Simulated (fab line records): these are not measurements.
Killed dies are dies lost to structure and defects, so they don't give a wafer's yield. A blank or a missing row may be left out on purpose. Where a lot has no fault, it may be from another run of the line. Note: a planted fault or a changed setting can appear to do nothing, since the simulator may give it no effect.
Chamber matching ; flow n5-finfet ; N5_BEOL_M0_CO_CAP_123 on cvd-co-01: 3 sister chambers
The step material Co, precursor CCTBA/H2, target thk 2 nm, time 102.1 s. 3 wafers are shown with their chamber, then 12 later ones without.

## EACH WAFER AND ITS CHAMBER
wafer;chamber;heater-power-w (W)
L084.6;1;207
L090.5;0;247
L090.6;2;307

## WAFERS WITH NO CHAMBER GIVEN
wafer;heater-power-w (W)
L093.1;254
L093.4;252
L093.5;239
L095.4;247
L095.5;245
L095.6;307
L096.1;236
L096.3;305
L096.5;313
L097.2;250
L097.4;212
L097.5;300

## THE CHAMBER EACH PASSED THROUGH
wafer;from the rows above;in truth
L093.1;0;0
L093.4;0;0
L093.5;0;0
L095.4;0;0
L095.5;0;0
L095.6;2;2
L096.1;0;0
L096.3;2;2
L096.5;2;2
L097.2;0;0
L097.4;1;1
L097.5;2;2
Correct placement for 12 of the 12. From these rows, 0 cannot be placed. Number placed wrongly: 0.
How it was worked out, from the rows above alone: a wafer's distance from a chamber is the root of the sum, over the readings, of the square of ((its reading less the chamber's mean) divided by the reading's scatter). The wafer belongs to the nearest chamber; if the next one is less than 2 further off, it can't be placed. The mean given for a chamber averages the wafers shown for that chamber. The scatter (one wafer shown for each chamber): square how far every hidden wafer sits from the nearest shown wafer, average those squares and take the square root.
